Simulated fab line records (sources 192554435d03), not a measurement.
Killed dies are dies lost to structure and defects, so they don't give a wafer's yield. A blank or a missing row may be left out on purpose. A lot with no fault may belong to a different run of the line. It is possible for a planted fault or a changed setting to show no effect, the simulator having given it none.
8D (eight disciplines) problem report, filled in by code || flow n5-finfet || the parts of the form that need people (team, actions taken, sign-off) are left out

## 1. WHAT WENT WRONG
At N5_BEOL_M4_VIA_ETCH_34, rf-fwd-power-W averages 262.3 W over 6 wafers from 2 lots, while fault-free wafers read 346.8 W, standard deviation 1.2. Relative to the usual mean, that is a shift of -70 standard deviations.
The step: etches the open film in C4F6/O2, target depth 69.4 nm, time 65.9 s.
The first sign was on wafer L466.1 at day 11 05:38, on rie-diel-05. The record holds 18 wafers of 6 lots with a number at this step. Rule for "out" (also "out of limits"): further than 4 standard deviations from the usual mean. The rest of the wafers with a number are treated as sound.

## 2. WHAT IT IS, WHAT IT ISN'T
{"question": "which readings at this step", "is": "rf-fwd-power-W, rf-vpp-V", "is not": "drypump-motor-current-A, oes-product-au, showerhead-plenum-p-Torr"}
{"question": "which lots", "is": "L466, L467", "is not": "L456, L463, L473, L474"}
{"question": "which wafers of those lots", "is": "all that have a number", "is not": "-"}
{"question": "read on which tools", "is": "rie-diel-05", "is not": "rie-diel-01, rie-diel-03"}
{"question": "when", "is": "from day 11 05:38", "is not": "up to then (6 sound wafers); but 6 sound wafers of L473, L474 came after"}

## 3. SUSPECTS, AND WHAT RULES EACH OUT
Counting: a tool stays on the suspect list if, at a process step up to the reading, it processed all lots that are out and no sound lot following the first of them.
- rie-diel-05 at N5_BEOL_M4_ETCHBACK_99 (etches SiO2 in CHF3, target depth 5 nm, time 10.4 s): kept. It ran every lot that is out, first L466 (day 11 05:30), and no sound lot after that; its last sound lot up to then is L463 (day 10 17:44).
- rie-diel-05 at N5_BEOL_M4_ETCH_70 (etches SOC in N2/H2, target depth 80 nm, overetch 24 nm, time 130 s): kept. It ran every lot that is out, first L466 (day 11 05:32), and no sound lot after that; its last sound lot up to then is L463 (day 10 17:46).
- rie-diel-05 at N5_BEOL_M4_VIA_ETCH_34 (etches the open film in C4F6/O2, target depth 69.4 nm, time 65.9 s): kept. It ran every lot that is out, first L466 (day 11 05:38), and no sound lot after that; its last sound lot up to then is L463 (day 10 17:53). On those wafers its own readings are out: rf-fwd-power-W, rf-vpp-V.
rie-diel-05 at N5_BEOL_M4_ETCHBACK_99, rie-diel-05 at N5_BEOL_M4_ETCH_70 and rie-diel-05 at N5_BEOL_M4_VIA_ETCH_34 are what is left after counting.

## 4. THE CAUSE (what the simulator had put in)
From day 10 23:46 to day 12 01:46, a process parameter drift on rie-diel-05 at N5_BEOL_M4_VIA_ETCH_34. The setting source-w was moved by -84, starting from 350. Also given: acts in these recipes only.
This tool is one of the 3 suspects left after counting.

## 5. THE EFFECT CHAIN, in route order
One row per reading whose mean, taken over the struck wafers that have a number, lies over 3 standard deviations from the usual. Scope: only readings with a usual standard deviation given in the record; hours: median across lots of the time from each lot's start at the first step in this table that gives one to its start at this step; sigmas: change in usual standard deviations.
{"hours": 0, "step": "N5_BEOL_M4_VIA_ETCH_34", "reading": "rf-fwd-power-W", "usual": "346.8 W", "on struck wafers": 262.3, "change": -84.5, "sigmas": -70}
{"hours": 0, "step": "N5_BEOL_M4_VIA_ETCH_34", "reading": "rf-vpp-V", "usual": "666 V", "on struck wafers": 760, "change": "+94", "sigmas": "+11"}
The process steps in it:
- N5_BEOL_M4_VIA_ETCH_34: etches the open film in C4F6/O2, target depth 69.4 nm, time 65.9 s.
At these later measuring or inspecting steps, every struck wafer for which the step has a row has a number for every such reading, and none has moved that far: N5_BEOL_M4_RC_MEAS_101.

## 6. HOW IT WOULD HAVE BEEN CAUGHT EARLIER
First out-of-limits reading in this record: day 11 05:38, which is 6 hours after fault onset at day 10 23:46.
